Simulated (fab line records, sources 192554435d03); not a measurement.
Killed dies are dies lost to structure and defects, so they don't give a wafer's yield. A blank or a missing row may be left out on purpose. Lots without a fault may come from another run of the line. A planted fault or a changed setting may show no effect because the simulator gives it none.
Chamber matching | flow n5_finfet | N5_BEOL_M3_ETCH_74 on rie_diel-04: 4 sister chambers
The step etches underlayer in N2/H2, target depth 6.5 nm, time 5.2 s. 7 wafers are shown with their chamber, then 7 later ones without.

WAFERS WITH THEIR CHAMBER
wafer  | chamber | showerhead_plenum_p_Torr (Torr) | throttle_valve_pct (%)
L084.1 | 3       | 2.50                            | 18.09
L084.2 | 1       | 2.40                            | 18.19
L084.5 | 1       | 2.40                            | 18.18
L087.1 | 2       | 2.65                            | 18.14
L087.5 | 0       | 2.50                            | 17.60
L086.2 | 0       | 2.49                            | 17.60
L086.4 | 2       | 2.65                            | 18.14

WAFERS WITHOUT THEIR CHAMBER
wafer  | showerhead_plenum_p_Torr (Torr) | throttle_valve_pct (%)
L086.5 | 2.50                            | 18.14
L089.1 | 2.49                            | 17.63
L089.2 | 2.50                            | 18.13
L089.3 | 2.65                            | 18.15
L089.4 | 2.49                            | 17.60
L089.5 | 2.65                            | 18.11
L089.6 | 2.50                            | 18.14

WHICH CHAMBER EACH WENT THROUGH
wafer  | from the rows above | in truth
L086.5 | 3                   | 3
L089.1 | 0                   | 0
L089.2 | 3                   | 3
L089.3 | 2                   | 2
L089.4 | 0                   | 0
L089.5 | 2                   | 2
L089.6 | 3                   | 3
Placed correctly: 7 of 7. Can't be placed from these rows: 0. Placed wrongly: 0.
How it was worked out, from the rows above alone: a wafer's distance from a chamber is the root of the sum, over the readings, of the square of ((its reading less the chamber's mean) divided by the reading's scatter). The wafer belongs to the nearest chamber; if the next one is less than 2 further off, it can't be placed. A chamber's mean is the mean of its shown wafers. The scatter: the root of (the sum of the squares of (reading less its chamber's mean) over the shown wafers, divided by (wafers less chambers)).
